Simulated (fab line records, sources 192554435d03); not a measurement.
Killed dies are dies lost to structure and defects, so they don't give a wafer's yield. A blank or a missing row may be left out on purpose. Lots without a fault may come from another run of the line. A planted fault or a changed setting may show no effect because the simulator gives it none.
Chamber matching | flow n5_finfet | N5_HKMG_FIN_ALD_91 on ald_metal-01: 3 sister chambers
The step deposits TiN, target thk 1 nm, pulse time 1 s, purge time 3 s. 3 wafers are shown with their chamber, then 7 later ones without.

WAFERS WITH THEIR CHAMBER
wafer  | chamber | heater_power_w (W)
L481.4 | 3       | 843
L484.4 | 0       | 944
L484.5 | 2       | 858

WAFERS WITHOUT THEIR CHAMBER
wafer  | heater_power_w (W)
L486.2 | 859
L486.4 | 913
L486.5 | 820
L493.3 | 853
L493.6 | 852
L495.1 | 911
L495.4 | 870

WHICH CHAMBER EACH WENT THROUGH
wafer  | from the rows above          | in truth
L486.2 | can't be placed: 2 or 3      | 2
L486.4 | can't be placed: 0 or 2 or 3 | 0
L486.5 | can't be placed: 3 or 2      | 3
L493.3 | can't be placed: 2 or 3      | 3
L493.6 | can't be placed: 2 or 3      | 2
L495.1 | can't be placed: 0 or 2 or 3 | 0
L495.4 | can't be placed: 2 or 3      | 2
Placed correctly: 0 of 7. Can't be placed from these rows: 7 (the true chamber is among the candidates in 7). Placed wrongly: 0.
How it was worked out, from the rows above alone: a wafer's distance from a chamber is the root of the sum, over the readings, of the square of ((its reading less the chamber's mean) divided by the reading's scatter). The wafer belongs to the nearest chamber; if the next one is less than 2 further off, it can't be placed. A chamber's mean is the mean of its shown wafers. The scatter: with one shown wafer a chamber, the root of the mean of the squares of how far each hidden wafer lies from its nearest shown one.
